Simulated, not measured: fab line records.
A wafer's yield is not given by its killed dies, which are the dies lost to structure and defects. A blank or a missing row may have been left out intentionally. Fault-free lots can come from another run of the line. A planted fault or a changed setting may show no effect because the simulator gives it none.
A lot that was struck, set against a sound lot || flow nand-harc || 25 out of 1302 route steps
Sound: these wafers, L694.2, L694.4, L694.5. Struck: wafers L687.1, L687.2, L687.4. Last of all comes the cause.
Per side, at each step with rows, come the tool, then ch with its chambers, and then its first start. Under that, the readings that differ: sound wafers || struck wafers || difference of the means || sigmas: that difference in standard deviations of wafers without a fault.
alike: same words and numbers on both sides, and readings whose means sit less than 2 such deviations apart. not compared: any withheld reading, any reading some wafer has no value for, any bound like >300 that may hide the same value, and any number with overlapping values for which the record gives no deviation.
The two part at a step that has a row with sigmas, a row that says differs or no value, or rows on one side only. Numbers that don't overlap but have no deviation are shown without sigmas and don't part them. Lack of a reading on every wafer of one side parts them only where that side has two or more wafers.

first, 1 step without rows for these wafers: NHARC_P_M1_SRD_25.
NHARC_P_M1_INSPECT_27:
  sound on defect-inspect-01, day 12 10:54; struck on defect-inspect-01, day 9 12:07
  alike: raw-defect-count
NHARC_P_M1_PRE_CLEAN_32: time 12 s.
  sound on pecvd-01 ch 1,2, day 12 11:05; struck on pecvd-01 ch 0,1,2, day 9 12:11
  alike: heater-power-w
NHARC_P_M1_DEP_33: deposits SiCN, target thk 30 nm.
  sound on pecvd-01 ch 1,2, day 12 11:14; struck on pecvd-01 ch 0,1,2, day 9 12:16
  alike: heater-power-w
then, 7 steps without rows for these wafers: NHARC_P_M2_DEP_00 (deposits SiOC, target thk 182.5 nm); NHARC_P_M2_DEHYDRATE_01 (time 120 s); NHARC_P_M2_HMDS_02 (time 30 s); NHARC_P_M2_COAT_34 (time 65 s); NHARC_P_M2_COAT_03 (resist thk 90 nm); NHARC_P_M2_SOFTBAKE_04 (time 55 s); NHARC_P_M2_EBR_05.
NHARC_P_M2_EXPOSE_06: exposes mask P M2, target cd 170 nm.
  sound on arfi-scanner-01 ch 0, day 12 12:08; struck on arfi-scanner-03 ch 0, day 9 13:14
{"reading": "exposure-dose-mJ-cm2", "sound": "80.72 80.49 80.54", "struck": "84.10 84.03 83.98", "difference": "+3.45", "sigmas": "+35"}
  alike: mask
then, 2 steps without rows for these wafers: NHARC_P_M2_PEB_07 (peb time 65 s); NHARC_P_M2_DEVELOP_08 (develop time 35 s).
NHARC_P_M2_CD_MEAS_09 targets a cd of 170 nm.
  sound on cd-sem-02 ch 0, day 12 12:16; struck on cd-sem-01 ch 0, day 9 13:23
{"reading": "cd-nm (nm)", "sound": "169.9 170.0 170.0", "struck": "171.0 171.4 172.1", "difference": "+1.5", "sigmas": "+2"}
NHARC_P_M2_OVL_MEAS_10: pitch 340 nm.
  sound on overlay-02, day 12 12:22; struck on overlay-01, day 9 13:28
  alike: overlay-x-nm, overlay-y-nm
NHARC_P_M2_INSPECT_11:
  sound on defect-inspect-02, day 12 12:24; struck on defect-inspect-02, day 9 13:31
  alike: raw-defect-count
NHARC_P_M2_DESCUM_14: chemistry O2, time 3 s.
  sound on rie-diel-07 ch 0,1,2, day 12 12:29; struck on rie-diel-07 ch 0,1,2, day 9 13:34
{"reading": "model.P_M2.cd-nm (nm)", "sound": "169.5 170.2 170.5", "struck": "170.8 172.1 171.6", "difference": "+1.4", "sigmas": ""}
  alike: drypump-motor-current-A, oes-product-au, rf-vpp-V, showerhead-plenum-p-Torr, throttle-valve-pct
  not compared: rf-hours-counter-h
NHARC_P_M2_ETCH_35: etches the open film in N2/H2, target depth 40 nm, overetch 12 nm, time 43.94 s.
  sound on rie-diel-07 ch 0,3, day 12 12:32; struck on rie-diel-07 ch 0,1,2, day 9 13:40
  alike: drypump-motor-current-A, oes-product-au, rf-vpp-V, showerhead-plenum-p-Torr, throttle-valve-pct
  not compared: rf-hours-counter-h
NHARC_P_M2_ETCH_15: etches the open film in C4F8/Ar, target depth 182.5 nm, time 91.2 s.
  sound: rie-diel-07 ch 0,3; struck: rie-diel-07 ch 0,1,3
  alike: oes-product-au, rf-vpp-V
  not compared: rf-hours-counter-h
NHARC_P_M2_CD_MEAS_16:
  sound on cd-sem-01, day 12 12:46; struck on cd-sem-01, day 9 13:52
  alike: cd-nm
NHARC_P_M2_STRIP_18: strips in N2/H2.
  sound on rie-diel-10 ch 2,3, day 12 12:51; struck on rie-diel-05 ch 1,2,3, day 9 13:58
  alike: drypump-motor-current-A, oes-product-au, rf-vpp-V, showerhead-plenum-p-Torr, throttle-valve-pct
  not compared: rf-hours-counter-h
NHARC_P_M2_ETCH_28: etches the open film in CF4/N2, target depth 30 nm, time 72.99 s.
  sound: rie-diel-10 ch 0,2; struck: rie-diel-05 ch 0,1,3
  alike: drypump-motor-current-A, oes-product-au, rf-vpp-V, showerhead-plenum-p-Torr, throttle-valve-pct
  not compared: rf-hours-counter-h, model.P_M2.cd-nm
then, 1 step without rows for these wafers: NHARC_P_M2_STRIP_19 (strips in post etch residue remover, time 600 s).
-- jump in the record: it breaks off in module P_M2 and resumes in module END (first step shown: number 1302 of the route), and 18 days separate the struck wafers' starts before and after --
NHARC_END_SORT_01:
  sound on prober-02 ch 0, day 30 05:53; struck on prober-02 ch 0, day 27 20:00
  alike: defect-limited-yield, killed-at-array, killed-at-other, killed-at-periphery, killed-dies, killed-open, killed-short

WHERE THEY PART
Last at NHARC_P_M2_CD_MEAS_09 as far as this record goes, first at NHARC_P_M2_EXPOSE_06. Later steps at which nothing parts them and some readings are alike: NHARC_P_M2_OVL_MEAS_10, NHARC_P_M2_INSPECT_11, NHARC_P_M2_DESCUM_14, NHARC_P_M2_ETCH_35, NHARC_P_M2_ETCH_15, NHARC_P_M2_CD_MEAS_16, NHARC_P_M2_STRIP_18, NHARC_P_M2_ETCH_28, NHARC_END_SORT_01.

WHY: what had been put in by the simulator
Process parameter drift: arfi-scanner-03, from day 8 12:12 on, at NHARC_P_M2_EXPOSE_06. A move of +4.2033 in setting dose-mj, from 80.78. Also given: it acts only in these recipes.
